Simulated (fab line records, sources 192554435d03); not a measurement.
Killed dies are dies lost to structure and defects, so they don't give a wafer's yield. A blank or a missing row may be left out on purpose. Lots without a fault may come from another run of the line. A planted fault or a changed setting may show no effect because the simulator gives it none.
Problem report in the 8D (eight disciplines) form, filled by code | flow n5_finfet | the parts of the form that need people (team, actions taken, sign-off) are left out

1. THE PROBLEM
spin_speed_rpm at N5_BEOL_M7_COAT_60 reads a mean of 1678.4 rpm on 6 wafers of 2 lots; wafers without a fault read 1500.1 rpm with a standard deviation of 0.79. That is +99 or more standard deviations from the usual mean.
The step: time 60 s, resist thk 35 nm.
First seen on wafer L507.1, day 11 00:30, on litho_track-05. The record holds 38 wafers of 13 lots with a number at this step. Rule for "out", or "out of limits": more than 4 standard deviations from the usual mean. The other wafers with a number count as sound.

2. WHAT IT IS AND WHAT IT IS NOT
question                    | is                     | is not
which readings at this step | spin_speed_rpm         | -
which lots                  | L507, L509             | L502, L505, L510, L511, L512, L514, L515, L516, L518, L519, L525
which wafers of those lots  | all that have a number | -
read on which tools         | litho_track-05         | litho_track-03, litho_track-04
when                        | from day 11 00:30      | up to then (6 sound wafers); but 26 sound wafers of L510, L511, L512, L514, L515, L516, L518, L519, L525 came after

3. SUSPECTS, AND WHAT RULES EACH OUT
Counting: a tool at a process step up to the reading stays a suspect if it ran every lot that is out and no sound lot after the first of them.
- pvd_sputter-02 at N5_BEOL_M6_SURFACE_TREAT_79: ruled out as a lasting fault. Sound lots L510, L512, L514, L516, L525 ran on it after its first lot that is out, L507 (day 10 19:38).
- rtp_anneal-01 at N5_BEOL_M6_ANNEAL_51 (time 90 s): ruled out as a lasting fault. Sound lots L514, L519, L525 ran on it after its first lot that is out, L507 (day 10 20:47).
- litho_track-05 at N5_BEOL_M7_COAT_60 (time 60 s, resist thk 35 nm): kept. It ran every lot that is out, first L507 (day 11 00:30), and no sound lot after that; its last sound lot up to then is L505 (day 10 13:21). Its own readings are out on those wafers: spin_speed_rpm.
Left after counting: litho_track-05 at N5_BEOL_M7_COAT_60.

4. THE CAUSE (what the simulator had put in)
Process parameter drift: litho_track-05, from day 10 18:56 on, at N5_BEOL_M7_COAT_60. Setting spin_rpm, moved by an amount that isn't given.
Counting left only this tool.

5. THE CHAIN OF EFFECTS, in route order
Each row: a reading whose mean over the struck wafers that have a number lies more than 3 standard deviations from the usual. Only readings for which the record gives a usual standard deviation are gone through. hours: the time from each lot's start at the first step in this table that gives one to its start at this step, as a median over the lots. sigmas: the change in usual standard deviations.
hours | step               | reading        | usual      | on struck wafers | change | sigmas
0     | N5_BEOL_M7_COAT_60 | spin_speed_rpm | 1500.1 rpm | 1678.4           | +178.3 | +99 or more
The process steps in it:
- N5_BEOL_M7_COAT_60: time 60 s, resist thk 35 nm.

6. WHAT WOULD HAVE CAUGHT IT SOONER
In this record the first reading out of limits was taken at day 11 00:30, 6 hours after the fault began at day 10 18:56.
